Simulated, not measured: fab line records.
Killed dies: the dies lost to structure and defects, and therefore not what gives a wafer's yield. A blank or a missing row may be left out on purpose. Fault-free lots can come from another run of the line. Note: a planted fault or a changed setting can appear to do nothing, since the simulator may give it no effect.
Matching of chambers :: flow n5_finfet :: N5_HKMG_FIN_ALD_21 on ald_metal-01 has 4 sister chambers
The step deposits TiN, target thk 1.5 nm, pulse time 1 s, purge time 3 s. 4 wafers are shown with their chamber, then 8 later ones without.

== WAFERS PAIRED WITH THEIR CHAMBERS ==
wafer: L091.1
chamber: 1
heater_power_outer_w (W): 586

wafer: L091.2
chamber: 3
heater_power_outer_w (W): 523

wafer: L091.6
chamber: 0
heater_power_outer_w (W): 582

wafer: L094.2
chamber: 2
heater_power_outer_w (W): 476

== WAFERS WHOSE CHAMBER IS MISSING ==
wafer: L094.3
heater_power_outer_w (W): 584

wafer: L094.5
heater_power_outer_w (W): 600

wafer: L095.1
heater_power_outer_w (W): 591

wafer: L095.3
heater_power_outer_w (W): 524

wafer: L095.6
heater_power_outer_w (W): 483

wafer: L097.1
heater_power_outer_w (W): 476

wafer: L097.3
heater_power_outer_w (W): 542

wafer: L097.6
heater_power_outer_w (W): 484

== THE CHAMBER EACH PASSED THROUGH ==
wafer: L094.3
from the rows above: can't be placed: 0 or 1
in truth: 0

wafer: L094.5
from the rows above: can't be placed: 1 or 0
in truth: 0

wafer: L095.1
from the rows above: can't be placed: 1 or 0
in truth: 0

wafer: L095.3
from the rows above: 3
in truth: 3

wafer: L095.6
from the rows above: 2
in truth: 2

wafer: L097.1
from the rows above: 2
in truth: 2

wafer: L097.3
from the rows above: 3
in truth: 3

wafer: L097.6
from the rows above: 2
in truth: 2
Correctly placed: 5 of 8. Cannot be placed on the basis of these rows: 3; the candidates contain the true chamber in 3. 0 placed wrongly.
How it was worked out, from the rows above alone: a wafer's distance from a chamber is the root of the sum, over the readings, of the square of ((its reading less the chamber's mean) divided by the reading's scatter). The wafer belongs to the nearest chamber; if the next one is less than 2 further off, it can't be placed. The mean given for a chamber averages the wafers shown for that chamber. The scatter (one wafer shown for each chamber): square how far every hidden wafer sits from the nearest shown wafer, average those squares and take the square root.
